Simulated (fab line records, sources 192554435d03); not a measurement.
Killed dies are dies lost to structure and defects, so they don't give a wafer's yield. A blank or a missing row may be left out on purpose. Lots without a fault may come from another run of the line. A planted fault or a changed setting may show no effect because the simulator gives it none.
Chamber matching | flow n5_finfet | N5_BEOL_M11_DEP_56 on pecvd-03: 3 sister chambers
The step deposits SiCN from 3MS/NH3, target thk 30 nm, time 10.5 s. 6 wafers are shown with their chamber, then 10 later ones without.

WAFERS WITH THEIR CHAMBER
wafer  | chamber | throttle_valve_pct (%) | showerhead_plenum_p_Torr (Torr)
L088.5 | 2       | 17.6                   | 4.156
L088.6 | 1       | 19.0                   | 4.133
L086.2 | 1       | 18.8                   | 4.142
L086.4 | 0       | 17.9                   | 4.181
L090.2 | 2       | 17.6                   | 4.174
L090.3 | 0       | 17.9                   | 4.186

WAFERS WITHOUT THEIR CHAMBER
wafer  | throttle_valve_pct (%) | showerhead_plenum_p_Torr (Torr)
L090.4 | 18.0                   | 4.190
L089.3 | 17.9                   | 4.191
L089.4 | 18.9                   | 4.132
L089.5 | 17.7                   | 4.160
L091.1 | 19.1                   | 4.134
L091.3 | 17.5                   | 4.166
L091.4 | 17.5                   | 4.167
L096.1 | 17.9                   | 4.175
L096.2 | 18.6                   | 4.131
L096.4 | 18.0                   | 4.186

WHICH CHAMBER EACH WENT THROUGH
wafer  | from the rows above | in truth
L090.4 | 0                   | 0
L089.3 | 0                   | 0
L089.4 | 1                   | 1
L089.5 | 2                   | 2
L091.1 | 1                   | 1
L091.3 | 2                   | 2
L091.4 | 2                   | 2
L096.1 | 0                   | 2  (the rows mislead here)
L096.2 | 1                   | 1
L096.4 | 0                   | 0
Placed correctly: 9 of 10. Can't be placed from these rows: 0. Placed wrongly: 1.
How it was worked out, from the rows above alone: a wafer's distance from a chamber is the root of the sum, over the readings, of the square of ((its reading less the chamber's mean) divided by the reading's scatter). The wafer belongs to the nearest chamber; if the next one is less than 2 further off, it can't be placed. A chamber's mean is the mean of its shown wafers. The scatter: the root of (the sum of the squares of (reading less its chamber's mean) over the shown wafers, divided by (wafers less chambers)).
